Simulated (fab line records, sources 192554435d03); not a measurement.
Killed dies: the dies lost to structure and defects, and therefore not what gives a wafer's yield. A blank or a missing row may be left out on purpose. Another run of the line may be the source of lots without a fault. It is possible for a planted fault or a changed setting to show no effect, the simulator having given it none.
Split-lot experiment :: flow n5Finfet :: 39 wafers read from 7 lots, route of 1938 steps

ON THE SPLIT
At N5_FIN_SAQP_PECVD_06 (deposits a-Si from SiH4/He, target thk 60 nm, time 48.1 s), the setting timeS was moved away from the recipe's 48.1 s on 15 of the 39 wafers read, by -57.4% to +39.1%. For the rest of the wafers, this setting stayed at what the recipe calls for.

FROM THE SPLIT TO THE READING: what the file shows between them, 5 steps
- N5_FIN_SAQP_THK_MEAS_07
- N5_FIN_SAQP_HM_DEP_72: deposits SiO2 from SiH4/N2O, target thk 12 nm, time 7.2 s
- N5_FIN_SAQP_COAT_49: time 60 s, resist thk 100 nm
- N5_FIN_SAQP_HM_OPEN_73: chemistry CHF3/O2, target SiO2, stops on a-Si, target depth 12 nm, time 16.8 s
- N5_FIN_SAQP_STRIP_74: strips in CHF3/O2

THE READING
oesProductAu, in a.u., at N5_FIN_SAQP_MANDREL_ETCH_22 (etches a-Si in HBr/Cl2, stops on SiNx, target depth 60 nm, bt time 10 s, time 30 s). Typical for fault-free wafers on this fab line: 0.771 a.u., with standard deviation 0.014 a.u.

wafer: L074.1
tool, chamber at the split: pecvd-03, 0
timeS as run, s: 57.53
against the recipe: +19.6%
oesProductAu, a.u.: 0.865
against lot-mates on the recipe: +0.103

wafer: L074.2
tool, chamber at the split: pecvd-03, 1
timeS as run, s: 48.1
against the recipe: recipe
oesProductAu, a.u.: 0.760
against lot-mates on the recipe: -

wafer: L074.3
tool, chamber at the split: pecvd-03, 2
timeS as run, s: 48.1
against the recipe: recipe
oesProductAu, a.u.: 0.754
against lot-mates on the recipe: -

wafer: L074.4
tool, chamber at the split: pecvd-03, 2
timeS as run, s: 57.53
against the recipe: +19.6%
oesProductAu, a.u.: 0.856
against lot-mates on the recipe: +0.094

wafer: L074.5
tool, chamber at the split: pecvd-03, 1
timeS as run, s: 57.53
against the recipe: +19.6%
oesProductAu, a.u.: 0.843
against lot-mates on the recipe: +0.081

wafer: L074.6
tool, chamber at the split: pecvd-03, 0
timeS as run, s: 48.1
against the recipe: recipe
oesProductAu, a.u.: 0.772
against lot-mates on the recipe: -

wafer: L075.1
tool, chamber at the split: pecvd-03, 1
timeS as run, s: 48.1
against the recipe: recipe
oesProductAu, a.u.: 0.752
against lot-mates on the recipe: -

wafer: L075.2
tool, chamber at the split: pecvd-03, 0
timeS as run, s: 48.1
against the recipe: recipe
oesProductAu, a.u.: 0.752
against lot-mates on the recipe: -

wafer: L075.3
tool, chamber at the split: pecvd-03, 2
timeS as run, s: 48.1
against the recipe: recipe
oesProductAu, a.u.: 0.747
against lot-mates on the recipe: -

wafer: L075.4
tool, chamber at the split: pecvd-03, 1
timeS as run, s: 20.51
against the recipe: -57.4%
oesProductAu, a.u.: 0.507
against lot-mates on the recipe: -0.243

wafer: L075.5
tool, chamber at the split: pecvd-03, 0
timeS as run, s: 20.51
against the recipe: -57.4%
oesProductAu, a.u.: 0.498
against lot-mates on the recipe: -0.252

wafer: L075.6
tool, chamber at the split: pecvd-03, 2
timeS as run, s: 20.51
against the recipe: -57.4%
oesProductAu, a.u.: 0.513
against lot-mates on the recipe: -0.237

wafer: L077.1
tool, chamber at the split: pecvd-03, 0
timeS as run, s: 29.56
against the recipe: -38.5%
oesProductAu, a.u.: 0.587
against lot-mates on the recipe: -0.176

wafer: L077.2
tool, chamber at the split: pecvd-03, 1
timeS as run, s: 48.1
against the recipe: recipe
oesProductAu, a.u.: 0.758
against lot-mates on the recipe: -

wafer: L077.3
tool, chamber at the split: pecvd-03, 0
timeS as run, s: 48.1
against the recipe: recipe
oesProductAu, a.u.: 0.765
against lot-mates on the recipe: -

wafer: L077.4
tool, chamber at the split: pecvd-03, 1
timeS as run, s: 29.56
against the recipe: -38.5%
oesProductAu, a.u.: 0.571
against lot-mates on the recipe: -0.192

wafer: L077.5
tool, chamber at the split: pecvd-03, 1
timeS as run, s: 48.1
against the recipe: recipe
oesProductAu, a.u.: 0.765
against lot-mates on the recipe: -

wafer: L077.6
tool, chamber at the split: pecvd-03, 0
timeS as run, s: 29.56
against the recipe: -38.5%
oesProductAu, a.u.: 0.571
against lot-mates on the recipe: -0.192

wafer: L080.2
tool, chamber at the split: pecvd-03, 0
timeS as run, s: 48.1
against the recipe: recipe
oesProductAu, a.u.: 0.770
against lot-mates on the recipe: -

wafer: L080.4
tool, chamber at the split: pecvd-03, 1
timeS as run, s: 48.1
against the recipe: recipe
oesProductAu, a.u.: 0.743
against lot-mates on the recipe: -

wafer: L080.5
tool, chamber at the split: pecvd-03, 2
timeS as run, s: 48.1
against the recipe: recipe
oesProductAu, a.u.: 0.766
against lot-mates on the recipe: -

wafer: L082.1
tool, chamber at the split: pecvd-02, 2
timeS as run, s: 66.92
against the recipe: +39.1%
oesProductAu, a.u.: 0.958
against lot-mates on the recipe: +0.192

wafer: L082.2
tool, chamber at the split: pecvd-02, 1
timeS as run, s: 48.1
against the recipe: recipe
oesProductAu, a.u.: 0.771
against lot-mates on the recipe: -

wafer: L082.3
tool, chamber at the split: pecvd-02, 1
timeS as run, s: 48.1
against the recipe: recipe
oesProductAu, a.u.: 0.757
against lot-mates on the recipe: -

wafer: L082.4
tool, chamber at the split: pecvd-02, 2
timeS as run, s: 48.1
against the recipe: recipe
oesProductAu, a.u.: 0.771
against lot-mates on the recipe: -

wafer: L082.5
tool, chamber at the split: pecvd-02, 1
timeS as run, s: 66.92
against the recipe: +39.1%
oesProductAu, a.u.: 0.950
against lot-mates on the recipe: +0.184

wafer: L082.6
tool, chamber at the split: pecvd-02, 2
timeS as run, s: 66.92
against the recipe: +39.1%
oesProductAu, a.u.: 0.959
against lot-mates on the recipe: +0.193

wafer: L086.1
tool, chamber at the split: pecvd-04, 0
timeS as run, s: 48.1
against the recipe: recipe
oesProductAu, a.u.: 0.782
against lot-mates on the recipe: -

wafer: L086.2
tool, chamber at the split: pecvd-04, 2
timeS as run, s: 48.1
against the recipe: recipe
oesProductAu, a.u.: 0.770
against lot-mates on the recipe: -

wafer: L086.3
tool, chamber at the split: pecvd-04, 1
timeS as run, s: 48.1
against the recipe: recipe
oesProductAu, a.u.: 0.782
against lot-mates on the recipe: -

wafer: L086.4
tool, chamber at the split: pecvd-04, 2
timeS as run, s: 48.1
against the recipe: recipe
oesProductAu, a.u.: 0.791
against lot-mates on the recipe: -

wafer: L086.5
tool, chamber at the split: pecvd-04, 1
timeS as run, s: 48.1
against the recipe: recipe
oesProductAu, a.u.: 0.777
against lot-mates on the recipe: -

wafer: L086.6
tool, chamber at the split: pecvd-04, 0
timeS as run, s: 48.1
against the recipe: recipe
oesProductAu, a.u.: 0.786
against lot-mates on the recipe: -

wafer: L093.1
tool, chamber at the split: pecvd-02, 2
timeS as run, s: 48.1
against the recipe: recipe
oesProductAu, a.u.: 0.735
against lot-mates on the recipe: -

wafer: L093.2
tool, chamber at the split: pecvd-02, 1
timeS as run, s: 66.83
against the recipe: +38.9%
oesProductAu, a.u.: 0.955
against lot-mates on the recipe: +0.208

wafer: L093.3
tool, chamber at the split: pecvd-02, 0
timeS as run, s: 66.83
against the recipe: +38.9%
oesProductAu, a.u.: 0.923
against lot-mates on the recipe: +0.176

wafer: L093.4
tool, chamber at the split: pecvd-02, 0
timeS as run, s: 66.83
against the recipe: +38.9%
oesProductAu, a.u.: 0.951
against lot-mates on the recipe: +0.204

wafer: L093.5
tool, chamber at the split: pecvd-02, 2
timeS as run, s: 48.1
against the recipe: recipe
oesProductAu, a.u.: 0.749
against lot-mates on the recipe: -

wafer: L093.6
tool, chamber at the split: pecvd-02, 1
timeS as run, s: 48.1
against the recipe: recipe
oesProductAu, a.u.: 0.756
against lot-mates on the recipe: -

FIT RESULTS
A straight line over all 39 wafers: oesProductAu changes by +0.00466 a.u. for each +1% of timeS; r = +0.99; the points scatter about the line by 0.013 a.u.
The same after taking each lot's own level away (the mean of its wafers on the recipe; 39 wafers): +0.00464 a.u. for each +1%; r = +1.00; scatter 0.011 a.u.
The reading moves by 0.27 a.u. for the largest change in timeS, on that fit.
Across the lots, their own levels run from 0.7467 to 0.7813 a.u., a range of 2.5 times the standard deviation given above.
Hence the lot-to-lot level has little effect on the slope; both slopes agree.
Check: with one of the wafers moved furthest among these (-57.4%) left out of the fit, the line predicts -0.267 a.u. for it against its lot-mates. Against them it came out at -0.243 a.u.

THE OTHER SPLITS THESE WAFERS WENT THROUGH
Other splits were also applied to these wafers ahead of the reading. Each is held against what the fit with the lots' levels taken away leaves over:
other split on the same wafers: N5_ZERO_LAYER_DEVELOP_10 developTimeS
wafers away from the commonest value: 12
r with oesProductAu (lot level and that fit taken away): +0.21

THE WHOLE CHAIN: every reading that the file lists as answering this split, in the file's order
step: N5_FIN_SAQP_PECVD_06
what it does: deposits a-Si from SiH4/He, target thk 60 nm, time 48.1 s
reading: a-Si_of_FIN_SAQP_PECVD_06.thkNm (the simulator's own value, which no gauge read)
change (the file's fit): +0.607 nm for each +1% of the setting
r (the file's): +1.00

step: N5_FIN_SAQP_THK_MEAS_07
what it does: 
reading: thkNm
change (the file's fit): withheld for each +1% of the setting
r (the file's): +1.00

step: N5_FIN_SAQP_MANDREL_ETCH_22
what it does: etches a-Si in HBr/Cl2, stops on SiNx, target depth 60 nm, bt time 10 s, time 30 s
reading: oesProductAu
change (the file's fit): +0.00464 a.u. for each +1% of the setting
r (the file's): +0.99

step: N5_FIN_SAQP_MANDREL_ETCH_22
what it does: etches a-Si in HBr/Cl2, stops on SiNx, target depth 60 nm, bt time 10 s, time 30 s
reading: etch.depthNm (the simulator's own value, which no gauge read)
change (the file's fit): +0.607 nm for each +1% of the setting
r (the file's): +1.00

THE FILE'S OWN FIT
oesProductAu changes by +0.00464 a.u. for each +1% of timeS, r = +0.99.
